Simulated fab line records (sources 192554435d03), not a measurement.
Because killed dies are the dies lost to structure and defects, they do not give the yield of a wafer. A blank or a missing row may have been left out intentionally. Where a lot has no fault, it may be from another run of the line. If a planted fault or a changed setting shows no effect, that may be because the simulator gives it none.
Chamber matching || flow n5_finfet || rie_diel-02 running N5_BEOL_M14_ETCH_68: 4 sister chambers
The step etches SOC in N2/H2, time 450 s. 7 wafers are shown with their chamber, then 7 later ones without.

## WAFERS PAIRED WITH THEIR CHAMBERS
{"wafer": "L077.1", "chamber": 0, "drypump_motor_current_A (A)": 5.1, "showerhead_plenum_p_Torr (Torr)": 2.49}
{"wafer": "L079.1", "chamber": 2, "drypump_motor_current_A (A)": 6.2, "showerhead_plenum_p_Torr (Torr)": 2.45}
{"wafer": "L087.6", "chamber": 0, "drypump_motor_current_A (A)": 5.0, "showerhead_plenum_p_Torr (Torr)": 2.48}
{"wafer": "L089.1", "chamber": 3, "drypump_motor_current_A (A)": 6.0, "showerhead_plenum_p_Torr (Torr)": 2.50}
{"wafer": "L089.5", "chamber": 1, "drypump_motor_current_A (A)": 5.5, "showerhead_plenum_p_Torr (Torr)": 2.45}
{"wafer": "L092.1", "chamber": 1, "drypump_motor_current_A (A)": 5.5, "showerhead_plenum_p_Torr (Torr)": 2.45}
{"wafer": "L092.2", "chamber": 3, "drypump_motor_current_A (A)": 6.0, "showerhead_plenum_p_Torr (Torr)": 2.50}

## WAFERS WITH NO CHAMBER GIVEN
{"wafer": "L092.3", "drypump_motor_current_A (A)": 5.1, "showerhead_plenum_p_Torr (Torr)": 2.47}
{"wafer": "L094.1", "drypump_motor_current_A (A)": 6.2, "showerhead_plenum_p_Torr (Torr)": 2.44}
{"wafer": "L094.5", "drypump_motor_current_A (A)": 5.1, "showerhead_plenum_p_Torr (Torr)": 2.47}
{"wafer": "L094.6", "drypump_motor_current_A (A)": 5.5, "showerhead_plenum_p_Torr (Torr)": 2.45}
{"wafer": "L096.2", "drypump_motor_current_A (A)": 5.1, "showerhead_plenum_p_Torr (Torr)": 2.47}
{"wafer": "L096.4", "drypump_motor_current_A (A)": 5.5, "showerhead_plenum_p_Torr (Torr)": 2.44}
{"wafer": "L096.6", "drypump_motor_current_A (A)": 6.2, "showerhead_plenum_p_Torr (Torr)": 2.44}

## WHICH CHAMBER EACH WENT THROUGH
{"wafer": "L092.3", "from the rows above": 0, "in truth": 0}
{"wafer": "L094.1", "from the rows above": 2, "in truth": 2}
{"wafer": "L094.5", "from the rows above": 0, "in truth": 0}
{"wafer": "L094.6", "from the rows above": 1, "in truth": 1}
{"wafer": "L096.2", "from the rows above": 0, "in truth": 0}
{"wafer": "L096.4", "from the rows above": 1, "in truth": 1}
{"wafer": "L096.6", "from the rows above": 2, "in truth": 2}
Correct placement for 7 of the 7. Can't be placed from these rows: 0. Number placed wrongly: 0.
How it was worked out, from the rows above alone: a wafer's distance from a chamber is the root of the sum, over the readings, of the square of ((its reading less the chamber's mean) divided by the reading's scatter). If the next closest chamber is less than 2 further off than the closest, the wafer can't be placed; otherwise it belongs to the closest. A chamber's mean is the mean of its shown wafers. The scatter is the square root of a quotient: the sum, over the shown wafers, of each reading's squared deviation from its chamber's mean, divided by wafers minus chambers.
